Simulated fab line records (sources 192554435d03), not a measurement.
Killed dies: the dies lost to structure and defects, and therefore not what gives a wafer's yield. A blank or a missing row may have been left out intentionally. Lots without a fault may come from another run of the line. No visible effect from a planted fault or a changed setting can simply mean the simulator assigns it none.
fab line records || flow n5-finfet
[record] {"lots": 5, "wafers": 15, "last-day": 17}
route steps=1938 shown BEOL_M8@1381 BEOL_M9@1401 PASSIVATION@1936
lots that met no fault: taken from a fault-free run of the same line
start-h: start of the lot's first displayed wafer, in hours after the record's first day || wait-h: time in hours since the lot's previous step || " same as the row above || L1.1+2: a row that stands for several wafers || - either no value or no given start || * or withheld: withheld || < > ~ a bound
route shown NAME@n: NAME is a module with steps in the file, n the number in the route of the first one || usual: the fault-free wafers' mean and standard deviation || same: alike in all rows || chamber/n: place in a boat || sites: per-site readings || _std_site: the standard deviation of these || _edge_site: outer sites' mean less inner sites' || radius-mm: for every site, how far away it sits from the centre of the wafer || mask NAME#n: copy n || behind: tool/chamber where the wafer was last shaped || hold: why the lot went on hold/how many hours it stayed there/how the hold came to an end || device: the transistor (n, p or np) that didn't switch || end of line: the tests these same wafers got at the end of their route || a step given without rows: its recipe and nothing more || killed: count of dies lost to structure and defects at first sort (not the wafer's yield) || map: the dies of a wafer, with x for killed, . for not killed, _ for no die there
set.NAME: the setting the step ran with; set.NAME@STEP: the setting that earlier step ran with || model.NAME: the simulator's own value behind a step, which no gauge read
lots at some steps of the route; a table a step, a row a wafer
services: when a tool's chamber went out of use (start-h, in hours from the record's first day, below 0 if earlier), for how many hours, and the reason
[[steps]]
[step N5_BEOL_M8_HM_STRIP_39]
[recipe] {"chemistry": "peroxide-tin-strip", "material": "TiN", "target-depth-a": 250, "temp-c": 50, "time-s": 158}
[step N5_BEOL_M8_SRD_40]
[recipe] {"time-s": 30, "temp-c": 23, "rinse-liquid": "diw", "dry": "ipa-marangoni"}
[step N5_BEOL_M8_PRECLEAN_42]
[recipe] {"chemistry": "residue-remover", "time-s": 60, "temp-c": 40}
[step N5_BEOL_M8_SRD_43]
[recipe] {"time-s": 30, "temp-c": 23, "rinse-liquid": "diw", "dry": "ipa-marangoni"}
[step N5_BEOL_M8_CURE_75]
[recipe] {"temp-c": 370, "time-s": 120, "ambient": "DMADMS/He", "material": "SiCOH_lowk"}
[step N5_BEOL_M8_DEGAS_44]
[recipe] {"ambient": "vacuum", "temp-c": 250, "time-s": 60}
[step N5_BEOL_M8_PRE_CLEAN_45]
[recipe] {"gas": "H2/He", "time-s": 30, "temp-c": 250}
[step N5_BEOL_M8_ALD_77]
[recipe] {"material": "TaN", "target-thk-a": 20, "temp-c": 275, "ald-precursor-family": "PDMAT", "ald-co-reactant": "NH3", "pressure-torr": 3, "carrier-flow-sccm": 1500, "pulse-time-s": 2, "purge-time-s": 3, "co-reactant-purge-time-s": 2, "co-reactant-pulse-time-s": 3, "ald-cycles": 40, "precursor-vessel-temp-c": 75, "precursor-vessel-pressure-torr": 26.25, "precursor-vessel-carrier-sccm": 1000}
[step N5_BEOL_M8_SURFACE_TREAT_79]
[recipe] {"gas": "Ar", "time-s": "*", "ion-energy-ev": "*", "ion-current-ma-cm2": 0.5, "pressure-mtorr": "*", "ar-flow-sccm": 30}
[step N5_BEOL_M8_CVD_78]
[recipe] {"material": "Co", "target-thk-a": 20, "temp-c": "withheld", "precursor": "CCTBA/H2", "pressure-torr": 30, "time-s": 142.3}
[step N5_BEOL_M8_SPUTTER_48]
[recipe] {"material": "Cu", "target-thk-a": 100, "temp-c": -20, "bias-v": 60, "power-w": 26000, "chamber-pressure-pa": 0.13, "time-s": 1.667}
[step N5_BEOL_M8_ECD_50]
[recipe] {"material": "Cu", "target-thk-a": 3000}
{"lot.wafer": "L872.1+5+6", "tool": "ecd-cu-02", "chamber": "0,1,0", "start-h": 249.78, "wait-h": 0.1}
{"lot.wafer": "L875.2+5+6", "tool": "ecd-cu-01", "chamber": "1,0,1", "start-h": 273.29, "wait-h": 0.1}
{"lot.wafer": "L886.2+3+5", "tool": "ecd-cu-02", "chamber": "0,1,1", "start-h": 341.52, "wait-h": 0.1}
{"lot.wafer": "L884.1+4+6", "tool": "ecd-cu-02", "chamber": "1,0,1", "start-h": 341.98, "wait-h": 0.1}
{"lot.wafer": "L885.2+4+5", "tool": "ecd-cu-02", "chamber": "1,0,1", "start-h": 342.38, "wait-h": 0.1}
[step N5_BEOL_M8_ANNEAL_51]
[recipe] {"temp-c": 225, "time-s": 90, "ambient": "N2"}
[step N5_BEOL_M8_CMP_52]
[recipe] {"stop-on": "SiCOH_lowk", "t-overpolish-s": 6.9, "down-force-psi": 1, "platen-rpm": 50, "clearing-platen-down-force-psi": 1.5, "clearing-platen-rpm": 50, "post-cmp-clean": "cu-alkaline", "target-thk-nm": 80, "clearing-platen-pad-velocity-m-s": 0.99484, "pad-velocity-m-s": 0.99484}
[step N5_BEOL_M8_PRE_CLEAN_55]
[recipe] {"gas": "NH3", "time-s": 15, "temp-c": "withheld", "rf-power-w": 300}
[step N5_BEOL_M8_DEP_56]
[recipe] {"material": "SiCN", "target-thk-a": 100, "temp-c": "withheld", "precursor": "3MS/NH3", "pressure-torr": 3, "rf-w": 202, "time-s": 17.5}
[step N5_BEOL_M9_ILD_DEP_00]
[recipe] {"material": "SiCOH_lowk", "target-thk-a": 3085.1, "temp-c": 300, "precursor": "DEMS/porogen", "pressure-torr": 5, "rf-w": 500, "time-s": 58}
[step N5_BEOL_M9_CURE_71]
[recipe] {"temp-c": 385, "time-s": 240, "ambient": "He/Ar", "material": "SiCOH_lowk"}
[step N5_BEOL_M9_PECVD_70]
[recipe] {"material": "SiO2", "target-thk-a": 200, "temp-c": 400, "precursor": "TEOS/O2", "pressure-torr": 5.5, "rf-w": 450, "teos-flow-sccm": 53.8, "gas": "O2", "flow-sccm": 3000, "time-s": 22.7}
[step N5_BEOL_M9_HM_DEP_02]
[recipe] {"material": "TiN", "target-thk-a": 200, "temp-c": 25, "chamber-pressure-pa": 0.49996}
[step N5_BEOL_M9_COAT_59]
[recipe] {"resist": "SOC", "temp-c": 250, "time-s": 60, "spin-rpm": 1500, "resist-thk-nm": 100}
[step N5_BEOL_M9_COAT_60]
[recipe] {"resist": "SiARC", "temp-c": 220, "time-s": 60, "spin-rpm": 1500, "resist-thk-nm": 30}
[step N5_BEOL_M9_COAT_05]
[recipe] {"resist": "CAR-ArF", "spin-rpm": 1500, "resist-thk-nm": 90}
[step N5_BEOL_M9_EBR_07]
[recipe] {"solvent": "PGMEA", "ebr-width-mm": 1.5}
[step N5_BEOL_M9_SOFTBAKE_06]
[recipe] {"temp-c": 110, "time-s": 60, "resist": "CAR-ArF"}
[step N5_BEOL_M9_EXPOSE_08]
[recipe] {"mask-id": "M9", "na": 1.35, "source-shape": "dipole", "sigma-inner": 0.411, "sigma-outer": 0.611, "polarization": "te", "dose-mj": 53.75}
[step N5_BEOL_M9_PEB_09]
[recipe] {"peb-temp-c": "withheld", "peb-time-s": 60, "resist": "CAR-ArF"}
[step N5_BEOL_M9_DEVELOP_10]
[recipe] {"develop-time-s": 30, "developer": "TMAH", "resist": "CAR-ArF", "rinse-liquid": "diw", "dry": "air-spin", "dev-temp-c": 23}
[step N5_BEOL_M9_DESCUM_16]
[recipe] {"chemistry": "O2", "time-s": 7.9, "source-power-w": 50, "bias-power-w": 20, "pressure-mtorr": 20, "rf-frequency-hz": 2.712e+07, "temp-c": 40, "resist": "CAR-ArF", "o2-flow-sccm": 225}
[step N5_BEOL_M9_ETCH_61]
[recipe] {"chemistry": "CF4", "target": "SiARC", "target-depth-a": 390, "mask-material": "CAR-ArF", "time-s": 65, "ion-energy-ev": 80, "pressure-mtorr": 40, "source-w": 545, "bias-w": 36, "Ar_flow_sccm": 100, "cf4-flow-sccm": 100, "ends": "cleared"}
[step N5_BEOL_M9_ETCH_62]
[recipe] {"chemistry": "N2/H2", "target": "SOC", "target-depth-a": 1100, "overetch-a": 220, "mask-material": "SiARC", "temp-c": 40, "time-s": 165, "ion-energy-ev": 200, "pressure-mtorr": 30, "source-w": 840, "bias-w": 150, "n2-flow-sccm": 200, "h2-flow-sccm": 200}
[step N5_BEOL_M9_STRIP_68]
[recipe] {"chemistry": "N2/H2", "temp-c": 40, "n2-flow-sccm": 200, "h2-flow-sccm": 200, "rf-frequency-hz": 6e+07}
[step N5_BEOL_M9_STRIP_67]
[recipe] {"chemistry": "CF4", "resist": "SiARC", "power-w": 300, "bias-power-w": 75, "pressure-mtorr": 50, "cf4-flow-sccm": 150, "rf-frequency-hz": 6e+07}
[step N5_BEOL_M9_HM_OPEN_17]
[recipe] {"chemistry": "Cl2/BCl3", "target-depth-a": 200, "overetch-a": 60, "target": "TiN", "mask-material": "SOC", "ion-energy-ev": 150, "pressure-mtorr": 10, "icp-w": 1000, "bias-w": 126, "Cl2_flow_sccm": 53.25, "bcl3-flow-sccm": 21.75, "Ar_flow_sccm": 25}
[step N5_PASSIVATION_PROBE_49]
[usual] {"defect-limited-yield": "91.2/1.4", "killed_at_M0_to_M3": "34/9.4", "killed_at_M4_up": "14/5.6", "killed-at-contacts": "13/7.8", "killed-at-front-end": "37/10", "killed-at-other": "4/3.3", "killed-dies": "103/17", "killed-on-rim": "14/3.5", "killed-open": "68/13", "killed-short": "33/8.2", "sort_bin_5_function": "5.1/0.92", "sort_bin_6_memory": "3.3/0.71", "sort-n-pass": "1077/17", "sort-yield-pct": "91.2/1.4"}
[same] {"gross-dies": 1180, "killed-at-back-side": 0, "sort_bin_4_leakage[%]": 0, "sort_bin_8_speed[%]": 0}
{"lot.wafer": "L886.2", "tool": "prober-01", "chamber": "-", "start-h": 407.94, "wait-h": 0.1, "defect-limited-yield[%]": 67.8, "killed_at_M0_to_M3": 34, "killed_at_M4_up": 278, "killed-at-contacts": 16, "killed-at-front-end": 49, "killed-at-other": 3, "killed-dies": 380, "killed-on-rim": 49, "killed-open": 72, "killed-short": 42, "sort_bin_5_function[%]": 18.8, "sort_bin_6_memory[%]": 11.3, "sort-n-pass": 800, "sort-yield-pct[%]": 67.8}
{"lot.wafer": "L884.4", "tool": "prober-01", "chamber": "-", "start-h": 410.02, "wait-h": 0.2, "defect-limited-yield[%]": 70.8, "killed_at_M0_to_M3": 23, "killed_at_M4_up": 262, "killed-at-contacts": 8, "killed-at-front-end": 50, "killed-at-other": 1, "killed-dies": 344, "killed-on-rim": 48, "killed-open": 56, "killed-short": 33, "sort_bin_5_function[%]": 18.4, "sort_bin_6_memory[%]": 9.2, "sort-n-pass": 836, "sort-yield-pct[%]": 70.8}
{"lot.wafer": "L885.4", "tool": "prober-02", "chamber": "-", "start-h": 416.98, "wait-h": 0.2, "defect-limited-yield[%]": 72.5, "killed_at_M0_to_M3": 25, "killed_at_M4_up": 257, "killed-at-contacts": 4, "killed-at-front-end": 38, "killed-at-other": 0, "killed-dies": 324, "killed-on-rim": 32, "killed-open": 43, "killed-short": 27, "sort_bin_5_function[%]": 17.2, "sort_bin_6_memory[%]": 8.6, "sort-n-pass": 856, "sort-yield-pct[%]": 72.5}
// killed by level:class
L886.2 BEOL_M8:unspecified=266 STI_FIN_REVEAL:geometric-particle:open=13 MOL_CONTACT_COAG:geometric-particle:open=12 BEOL_M1:geometric-particle:open=8 BEOL_M3:geometric-particle:open=8 FIN_SAQP:geometric-particle:short=7 STI_FIN_REVEAL:geometric-particle:short=6 BEOL_M0_SAQP:geometric-particle:open=6
L884.4 BEOL_M8:unspecified=251 FIN_SAQP:geometric-particle:short=11 FIN_SAQP:geometric-particle:open=11 STI_FIN_REVEAL:geometric-particle:open=9 BEOL_M0_SAQP:geometric-particle:open=9 MOL_CONTACT_COAG:geometric-particle:open=7 BEOL_M0_SAQP:geometric-particle:short=5 BEOL_M2:geometric-particle:open=4
L885.4 BEOL_M8:unspecified=252 FIN_SAQP:geometric-particle:open=8 FIN_SAQP:geometric-particle:short=8 STI_FIN_REVEAL:geometric-particle:open=8 BEOL_M0_SAQP:geometric-particle:open=5 BEOL_M0_SAQP:geometric-particle:short=4 BEOL_M3:geometric-particle:open=4 GATE_CUT:geometric-particle:short=3
// map L884.4 (x killed, . not)
_________________.xx.....xx.x________________
______________x.x..x........x..._____________
___________x.....xx..x.x.x.x...x...__________
__________.x.x....x...x.x..x.xx..x.._________
________...xx.......x.x........xx.x..._______
_______..x..x................x.....xxx.______
______..........x...x.........x........._____
_____x...x.......xx.......x...xx.xxx.x...____
____x..x.x..xx....x.xx.x...x.x...x.......x___
___..xx.....x..x...........xx...x..x....xx.__
___xx.....x...xxx.x.............x.x.x.x....__
__x.x.......xx..xxx.....xx....x...xx..x...x._
__..xxxx...xx..x...x........xx...x.....xxx.._
_xxx....x.......x....x.....xx......x...x..x..
_...x..x.x.xx..x.x.x.x.x.....xx.....xxxx.x...
_...x.........x.x....x.xx.........xx...x.....
_...x......x..x.x..xx...x...x......x...x.xx..
_.....x...x...x..x.xx...x...x.x...x......xx..
_xx....x...x..xx..xxx.x..x....x.xxxx.....xx..
_.xx.....x..xx.xx......x..x..........x.x.xxx.
_....x...x..xx.x...x..x..x..............xx.xx
__x..x.xx...x..xx.....x.x.......x....x..xx.._
__...x....xxx.........x.....xx.xx.x...x...x._
___..xx............x...........x..x..xx..x.__
___...xxxx..x.xxxxx..x...xx.......x........__
____.x.....x.....xx.x.......x..xx....xx...___
_____xxx......xx.........x..x.xxx..x.x..x____
______x.x..xx.x......xx...x............x_____
_______.........x.xxx.x.x.....xx.x.xx..______
________.xxx..x.......x.x...x.xx.x..x._______
__________xx..x.xx..x.....x...x....x_________
___________x.xx.............x......__________
______________.xx...xx.....xx..._____________
_________________.x.....x.xx.________________
// map L885.4 (x killed, . not)
_________________....x.......________________
______________...x.x............_____________
___________x.x.....x......xx.xxx.x.__________
__________.....x..x...xx..x.xx......_________
________.......xx.................x..x_______
_______.x.......xx..xx.x..x..x.....x...______
______...x.....x...x.xx..............x.._____
_____..xxxx..x......xx.....x.xx.x..x.....____
____..x..x.....x.x.x..xxxxx........x......___
___x..x..xx......x......x.............x....__
___.........x..xxx...x.xxx...x....x.xx..xx.__
__.x..x.....x...xxx...x...x.x....x......xxx._
__..xx....x....x.xx........x.....xx.......xx_
_..x.x.......x..................xxx.......xxx
_..x....xxx....x.x...xx..x.....x.x....x..xx..
_..x.x...x.x....xxxx...xx..x..x.x...x.x..xx..
_x....x...x....x...xx.x.x.x.x..x.....xxxx..x.
_.x.......x........x........xxxx..........x.x
_.....xxxx....x......x...xx...x.x.x..........
_...x.x...x..x.x.x..x.x.x......x.....xx..x...
_.......x.........xx.....xx.......x....x.xx..
__.....x..x..x........xxxxxx...x...xx..xx..._
__...x.x............x.xx.....xx...x........._
___x.x.....x..x.xx.x.x....x.x.x............__
___x.....x.x.....x...xxx.xx.x.........xx...__
____..x...xx.x...xx...x..........x.x....xx___
_____x.x......x..xxx.......x...........xx____
______..x.xxx...x.x..x.x...xx.....xx...x_____
_______.xxx....x......x.x.x.x.x.xx.....______
________.....x...x.x....xx..xxx..x...._______
__________...x.x.xx......x......x..x_________
___________...x......x....xx.......__________
______________.x....xxx.xxx.x..x_____________
_________________...xx.......________________
[[services]]
{"tool": "ecd-cu-02", "chamber": "-", "start-h": 228.57, "hours": 15.5, "kind": "repair"}
{"tool": "ecd-cu-02", "chamber": "-", "start-h": 320.46, "hours": 2.9, "kind": "repair"}
{"tool": "ecd-cu-02", "chamber": "-", "start-h": 334.44, "hours": 5.6, "kind": "pm"}
[[key]]
[first-sign] {"step": "N5_PASSIVATION_PROBE_49", "reading": "killed_at_M4_up", "direction": "up", "sigmas": 45, "usual": 14, "struck": 266}
[effect] {"step": "N5_PASSIVATION_PROBE_49", "reading": "defect-limited-yield", "direction": "down", "sigmas": 14, "usual": 91.2, "struck": 70.4}
[more-kills-born-at] {"N5_BEOL_M8_ECD_50@ecd-cu-02": 769}
met-at N5_BEOL_M8_ECD_50
struck-wafers L884.4,L885.4,L886.2
onset-between 249.78 341.52
[fault] {"kind": "chamber-particle-source", "tool": "ecd-cu-02", "chamber": 0, "onset-h": 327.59, "steps": "N5_BEOL_M8_ECD_50", "rate-per-visit-cm2": 0.46435, "end-h": 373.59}
